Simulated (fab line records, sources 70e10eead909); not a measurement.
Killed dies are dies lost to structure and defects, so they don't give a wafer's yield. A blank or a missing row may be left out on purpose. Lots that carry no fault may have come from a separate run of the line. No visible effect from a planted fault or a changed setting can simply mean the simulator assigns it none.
Chamber matching ; flow nand_harc ; NHARC_P_M1_PRE_CLEAN_32 on pecvd-03 has 3 sister chambers
The step time 12 s. 6 wafers are shown with their chamber, then 11 later ones without.

WAFERS, EACH WITH ITS CHAMBER
wafer;chamber;heater_power_w (W);heater_power_outer_w (W)
L089.5;1;592;373
L092.1;1;617;402
L093.2;0;527;302
L093.3;2;635;395
L093.6;2;648;397
L096.1;0;528;294

WAFERS WHOSE CHAMBER IS MISSING
wafer;heater_power_w (W);heater_power_outer_w (W)
L096.2;735;457
L096.4;729;448
L096.3;564;358
L096.5;587;348
L096.6;520;295
L095.2;547;341
L095.3;457;265
L095.5;629;370
L097.1;680;400
L097.3;479;258
L097.4;598;364

WHICH CHAMBER EACH WENT THROUGH
wafer;from the rows above;in truth
L096.2;2;2
L096.4;2;2
L096.3;can't be placed: 1 or 0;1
L096.5;1;1
L096.6;0;0
L095.2;0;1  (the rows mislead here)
L095.3;0;0
L095.5;can't be placed: 2 or 1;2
L097.1;2;2
L097.3;0;0
L097.4;1;1
Correctly placed: 8 of 11. From these rows, 2 cannot be placed; in 2 the true chamber is one of the candidates. Placed wrongly: 1.
How it was worked out, from the rows above alone: a wafer's distance from a chamber is the root of the sum, over the readings, of the square of ((its reading less the chamber's mean) divided by the reading's scatter). If the next closest chamber is less than 2 further off than the closest, the wafer can't be placed; otherwise it belongs to the closest. A chamber's mean is the mean of its shown wafers. The scatter: the root of (the sum of the squares of (reading less its chamber's mean) over the shown wafers, divided by (wafers less chambers)).
